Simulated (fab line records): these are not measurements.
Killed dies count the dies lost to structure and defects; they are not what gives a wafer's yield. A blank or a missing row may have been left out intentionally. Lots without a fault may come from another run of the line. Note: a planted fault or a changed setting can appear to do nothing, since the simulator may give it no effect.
Problem report in the 8D (eight disciplines) form, filled by code :: flow n5Finfet :: the parts of the form that need people (team, actions taken, sign-off) are left out

## 1. THE ISSUE
At N5_BEOL_M11_COAT_59, spinSpeedRpm averages 1428.0 rpm over 6 wafers from 2 lots, while fault-free wafers read 1500.0 rpm, standard deviation 0.97. Relative to the usual mean, that is a shift of -74 standard deviations.
The step: time 60 s, resist thk 100 nm.
The first sign was on wafer L867.1 at day 15 10:33, on lithoTrack-01. Wafers with a number at this step in the record: 36, from 12 lots. The rule behind "out" and "out of limits": a value lying over 4 standard deviations away from the usual mean. Any other wafer with a number is counted as sound.

## 2. WHAT IT IS AND WHAT IT IS NOT
question: which readings at this step
is: spinSpeedRpm
is not: dispensePressureKPa

question: which lots
is: L867, L870
is not: L848, L849, L852, L853, L854, L857, L858, L859, L860, L871

question: which wafers of those lots
is: all that have a number
is not: -

question: read on which tools
is: lithoTrack-01
is not: lithoTrack-02, lithoTrack-05

question: when
is: from day 15 10:33
is not: up to then (27 sound wafers); but 3 sound wafers of L871 came after

## 3. THE SUSPECTS, EACH WITH WHAT RULES IT OUT
Counting: a tool at a process step up to the reading stays a suspect if it ran every lot that is out and no sound lot after the first of them.
- lithoTrack-01 at N5_BEOL_M11_COAT_59 (time 60 s, resist thk 100 nm): kept. Every lot that is out went through it, starting with L867 (day 15 10:33), and after that it ran no sound lot; the last sound lot it ran before then is L860 (day 13 14:13). Its own readings are out on those wafers: spinSpeedRpm.
The count leaves lithoTrack-01 at N5_BEOL_M11_COAT_59.

## 4. THE CAUSE (what the simulator had put in)
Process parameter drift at N5_BEOL_M11_COAT_59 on lithoTrack-01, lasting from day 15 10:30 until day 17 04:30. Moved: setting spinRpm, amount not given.
Only this tool survived the counting.

## 5. THE EFFECT CHAIN, in route order
Each row: a reading where the mean over the struck wafers with a number is more than 3 standard deviations away from the usual. Scope: only readings with a usual standard deviation given in the record; hours: median across lots of the time from each lot's start at the first step in this table that gives one to its start at this step; sigmas: change in usual standard deviations.
hours: 0
step: N5_BEOL_M11_COAT_59
reading: spinSpeedRpm
usual: 1500.0 rpm
on struck wafers: 1428.0
change: -72.0
sigmas: -74
It contains these process steps:
- N5_BEOL_M11_COAT_59: time 60 s, resist thk 100 nm.
At these later measuring or inspecting steps, every struck wafer for which the step has a row has a number for every such reading, and none has moved that far: N5_BEOL_M11_OVL_MEAS_12.

## 6. HOW IT WOULD HAVE BEEN CAUGHT EARLIER
The fault began at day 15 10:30; the first out-of-limits reading in this record came at day 15 10:33, 0 hours later.
